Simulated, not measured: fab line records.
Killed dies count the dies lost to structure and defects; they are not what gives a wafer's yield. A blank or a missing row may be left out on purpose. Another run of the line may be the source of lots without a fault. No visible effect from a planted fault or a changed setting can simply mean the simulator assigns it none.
Chamber matching ; flow n5-finfet ; N5_MOL_CONTACT_COAG_ALD_133 on ald-sin-02: 4 sister chambers
The step deposits SiO2, target thk 5 nm, pulse time 1 s, co reactant pulse time 1 s. 4 wafers are shown with their chamber, then 9 later ones without.

## WAFERS PAIRED WITH THEIR CHAMBERS
wafer;chamber;heater-power-w (W)
L088.5;1;89
L089.4;2;62
L089.5;0;73
L089.6;3;71

## WAFERS WITH NO CHAMBER GIVEN
wafer;heater-power-w (W)
L093.3;61
L093.5;87
L093.6;74
L095.1;88
L095.4;72
L095.6;73
L096.1;87
L096.3;72
L096.6;72

## EACH ONE'S CHAMBER
wafer;from the rows above;in truth
L093.3;2;2
L093.5;1;1
L093.6;can't be placed: 0 or 3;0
L095.1;1;1
L095.4;can't be placed: 0 or 3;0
L095.6;can't be placed: 0 or 3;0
L096.1;1;1
L096.3;can't be placed: 0 or 3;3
L096.6;can't be placed: 0 or 3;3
4 of 9 placed correctly. Can't be placed from these rows: 5 (the true chamber is among the candidates in 5). Wrongly placed: 0.
How it was worked out, from the rows above alone: a wafer's distance from a chamber is the root of the sum, over the readings, of the square of ((its reading less the chamber's mean) divided by the reading's scatter). If the next closest chamber is less than 2 further off than the closest, the wafer can't be placed; otherwise it belongs to the closest. The mean given for a chamber averages the wafers shown for that chamber. The scatter (one wafer shown for each chamber): square how far every hidden wafer sits from the nearest shown wafer, average those squares and take the square root.
